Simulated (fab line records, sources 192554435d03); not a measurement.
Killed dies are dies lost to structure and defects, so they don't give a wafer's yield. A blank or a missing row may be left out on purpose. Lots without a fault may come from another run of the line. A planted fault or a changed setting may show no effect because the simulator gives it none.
Chamber matching | flow n5_finfet | N5_HKMG_FIN_CMP_94 on cmp-01: 4 sister chambers
The step polishes, stops on SiNx, t overpolish 4.7 s, target thk 43.299 nm. 8 wafers are shown with their chamber, then 9 later ones without.

WAFERS WITH THEIR CHAMBER
wafer  | chamber | motor_current_A (A) | head_pressure_psi (psi)
L081.2 | 0       | 11.5                | 3.998
L081.5 | 1       | 12.3                | 4.003
L081.6 | 0       | 12.2                | 4.013
L084.4 | 3       | 11.5                | 4.017
L084.6 | 3       | 11.8                | 4.009
L085.1 | 2       | 13.6                | 4.000
L085.4 | 1       | 12.2                | 3.990
L085.5 | 2       | 12.5                | 4.015

WAFERS WITHOUT THEIR CHAMBER
wafer  | motor_current_A (A) | head_pressure_psi (psi)
L086.1 | 13.2                | 3.996
L086.4 | 11.9                | 4.001
L086.6 | 12.5                | 4.008
L094.2 | 12.2                | 4.000
L094.3 | 11.7                | 3.993
L094.6 | 12.4                | 4.009
L095.2 | 11.4                | 3.979
L095.4 | 11.4                | 4.000
L095.5 | 11.8                | 4.000

WHICH CHAMBER EACH WENT THROUGH
wafer  | from the rows above               | in truth
L086.1 | can't be placed: 2 or 1 or 0      | 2
L086.4 | can't be placed: 0 or 1 or 3      | 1
L086.6 | can't be placed: 2 or 1 or 0 or 3 | 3
L094.2 | can't be placed: 1 or 0 or 3 or 2 | 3
L094.3 | can't be placed: 1 or 0 or 3      | 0
L094.6 | can't be placed: 0 or 2 or 1 or 3 | 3
L095.2 | can't be placed: 1 or 0 or 3      | 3
L095.4 | can't be placed: 0 or 3 or 1      | 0
L095.5 | can't be placed: 0 or 1 or 3      | 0
Placed correctly: 0 of 9. Can't be placed from these rows: 9 (the true chamber is among the candidates in 9). Placed wrongly: 0.
How it was worked out, from the rows above alone: a wafer's distance from a chamber is the root of the sum, over the readings, of the square of ((its reading less the chamber's mean) divided by the reading's scatter). The wafer belongs to the nearest chamber; if the next one is less than 2 further off, it can't be placed. A chamber's mean is the mean of its shown wafers. The scatter: the root of (the sum of the squares of (reading less its chamber's mean) over the shown wafers, divided by (wafers less chambers)).
